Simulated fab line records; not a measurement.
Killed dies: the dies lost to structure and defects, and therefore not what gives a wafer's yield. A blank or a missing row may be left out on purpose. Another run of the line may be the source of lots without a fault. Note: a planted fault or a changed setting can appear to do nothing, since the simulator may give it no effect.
Matching of chambers + flow n5Finfet + rieSi-02 running N5_DUMMY_GATE_ETCH_23: 4 sister chambers
The step etches poly-Si in HBr/Cl2/O2, target depth 41 nm, time 22.3 s. 4 wafers are shown with their chamber, then 11 later ones without.

## WAFERS, EACH WITH ITS CHAMBER
| wafer  | chamber | drypumpMotorCurrentA (A) |
|--------|---------|--------------------------|
| L086.1 | 1       | 6.7                      |
| L086.3 | 2       | 5.7                      |
| L086.4 | 0       | 5.6                      |
| L090.2 | 3       | 6.2                      |

## WAFERS WITH NO CHAMBER GIVEN
| wafer  | drypumpMotorCurrentA (A) |
|--------|--------------------------|
| L090.5 | 5.6                      |
| L090.6 | 6.2                      |
| L092.1 | 6.7                      |
| L092.2 | 6.2                      |
| L092.5 | 5.7                      |
| L094.3 | 6.7                      |
| L094.4 | 6.2                      |
| L094.5 | 6.6                      |
| L096.2 | 6.7                      |
| L096.3 | 5.7                      |
| L096.4 | 5.6                      |

## WHICH CHAMBER EACH ONE RAN IN
| wafer  | from the rows above | in truth |
|--------|---------------------|----------|
| L090.5 | 0                   | 0        |
| L090.6 | 3                   | 3        |
| L092.1 | 1                   | 1        |
| L092.2 | 3                   | 3        |
| L092.5 | 2                   | 2        |
| L094.3 | 1                   | 1        |
| L094.4 | 3                   | 3        |
| L094.5 | 1                   | 1        |
| L096.2 | 1                   | 1        |
| L096.3 | 2                   | 2        |
| L096.4 | 0                   | 0        |
11 of 11 placed correctly. Number that these rows cannot place: 0. Number placed wrongly: 0.
How it was worked out, from the rows above alone: a wafer's distance from a chamber is the root of the sum, over the readings, of the square of ((its reading less the chamber's mean) divided by the reading's scatter). If the next closest chamber is less than 2 further off than the closest, the wafer can't be placed; otherwise it belongs to the closest. Each chamber's mean is taken over the wafers shown for it. The scatter: with one shown wafer a chamber, the root of the mean of the squares of how far each hidden wafer lies from its nearest shown one.
